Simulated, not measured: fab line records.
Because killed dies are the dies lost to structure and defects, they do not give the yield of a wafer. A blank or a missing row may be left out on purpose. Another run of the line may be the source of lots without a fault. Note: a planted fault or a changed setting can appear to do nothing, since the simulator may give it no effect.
Matching of chambers :: flow n5 finfet :: rie diel-03 running N5_MOL_CONTACT_COAG_ETCH_65: 4 sister chambers
The step etches underlayer in N2/H2, target depth 13 nm, time 10.4 s. 14 wafers are shown with their chamber, then 7 later ones without.

WAFERS, EACH WITH ITS CHAMBER
wafer: L076.1
chamber: 1
drypump motor current A (A): 5.4
showerhead plenum p Torr (Torr): 2.57
throttle valve pct (%): 17.63

wafer: L076.3
chamber: 0
drypump motor current A (A): 5.3
showerhead plenum p Torr (Torr): 2.67
throttle valve pct (%): 17.44

wafer: L076.4
chamber: 2
drypump motor current A (A): 5.2
showerhead plenum p Torr (Torr): 2.53
throttle valve pct (%): 17.57

wafer: L078.1
chamber: 1
drypump motor current A (A): 5.4
showerhead plenum p Torr (Torr): 2.57
throttle valve pct (%): 17.64

wafer: L078.3
chamber: 0
drypump motor current A (A): 5.3
showerhead plenum p Torr (Torr): 2.67
throttle valve pct (%): 17.45

wafer: L078.6
chamber: 3
drypump motor current A (A): 5.9
showerhead plenum p Torr (Torr): 2.62
throttle valve pct (%): 17.89

wafer: L080.1
chamber: 0
drypump motor current A (A): 5.4
showerhead plenum p Torr (Torr): 2.67
throttle valve pct (%): 17.46

wafer: L080.2
chamber: 1
drypump motor current A (A): 5.4
showerhead plenum p Torr (Torr): 2.56
throttle valve pct (%): 17.65

wafer: L080.4
chamber: 2
drypump motor current A (A): 5.2
showerhead plenum p Torr (Torr): 2.53
throttle valve pct (%): 17.56

wafer: L083.1
chamber: 3
drypump motor current A (A): 5.9
showerhead plenum p Torr (Torr): 2.61
throttle valve pct (%): 17.92

wafer: L083.2
chamber: 0
drypump motor current A (A): 5.3
showerhead plenum p Torr (Torr): 2.66
throttle valve pct (%): 17.49

wafer: L083.4
chamber: 1
drypump motor current A (A): 5.4
showerhead plenum p Torr (Torr): 2.56
throttle valve pct (%): 17.66

wafer: L091.2
chamber: 2
drypump motor current A (A): 5.2
showerhead plenum p Torr (Torr): 2.52
throttle valve pct (%): 17.61

wafer: L091.3
chamber: 1
drypump motor current A (A): 5.4
showerhead plenum p Torr (Torr): 2.55
throttle valve pct (%): 17.69

SIGNATURES, as means of the wafers listed above
reading: drypump motor current A
chamber 0: 5.325
chamber 1: 5.400
chamber 2: 5.200
chamber 3: 5.900
scatter within a chamber: 0.0274

reading: showerhead plenum p Torr
chamber 0: 2.6675
chamber 1: 2.5620
chamber 2: 2.5267
chamber 3: 2.6150
scatter within a chamber: 0.00687

reading: throttle valve pct
chamber 0: 17.4600
chamber 1: 17.6540
chamber 2: 17.5800
chamber 3: 17.9050
scatter within a chamber: 0.0232
Rule: a wafer lies at a distance from a chamber equal to the root of the sum of squares, over the readings, of (its reading less the chamber's mean, divided by the reading's scatter). If the next closest chamber is less than 2 further off than the closest, the wafer can't be placed; otherwise it belongs to the closest. The scatter: the root of (the sum of the squares of (reading less its chamber's mean) over the shown wafers, divided by (wafers less chambers)).

WAFERS MISSING THEIR CHAMBER
wafer: L091.4
drypump motor current A (A): 5.4
showerhead plenum p Torr (Torr): 2.55
throttle valve pct (%): 17.69

wafer: L092.1
drypump motor current A (A): 5.9
showerhead plenum p Torr (Torr): 2.61
throttle valve pct (%): 17.52

wafer: L092.2
drypump motor current A (A): 5.3
showerhead plenum p Torr (Torr): 2.66
throttle valve pct (%): 17.51

wafer: L092.5
drypump motor current A (A): 5.2
showerhead plenum p Torr (Torr): 2.52
throttle valve pct (%): 17.63

wafer: L094.2
drypump motor current A (A): 5.3
showerhead plenum p Torr (Torr): 2.65
throttle valve pct (%): 17.52

wafer: L094.5
drypump motor current A (A): 5.9
showerhead plenum p Torr (Torr): 2.61
throttle valve pct (%): 17.52

wafer: L094.6
drypump motor current A (A): 5.2
showerhead plenum p Torr (Torr): 2.51
throttle valve pct (%): 17.63

THE CHAMBER EACH PASSED THROUGH
wafer: L091.4
from the rows above: 1
in truth: 1

wafer: L092.1
from the rows above: 3
in truth: 3

wafer: L092.2
from the rows above: 0
in truth: 0

wafer: L092.5
from the rows above: 2
in truth: 2

wafer: L094.2
from the rows above: 0
in truth: 0

wafer: L094.5
from the rows above: 3
in truth: 3

wafer: L094.6
from the rows above: 2
in truth: 2
7 of 7 placed correctly. Not placeable from these rows: 0. Placed wrongly: 0.
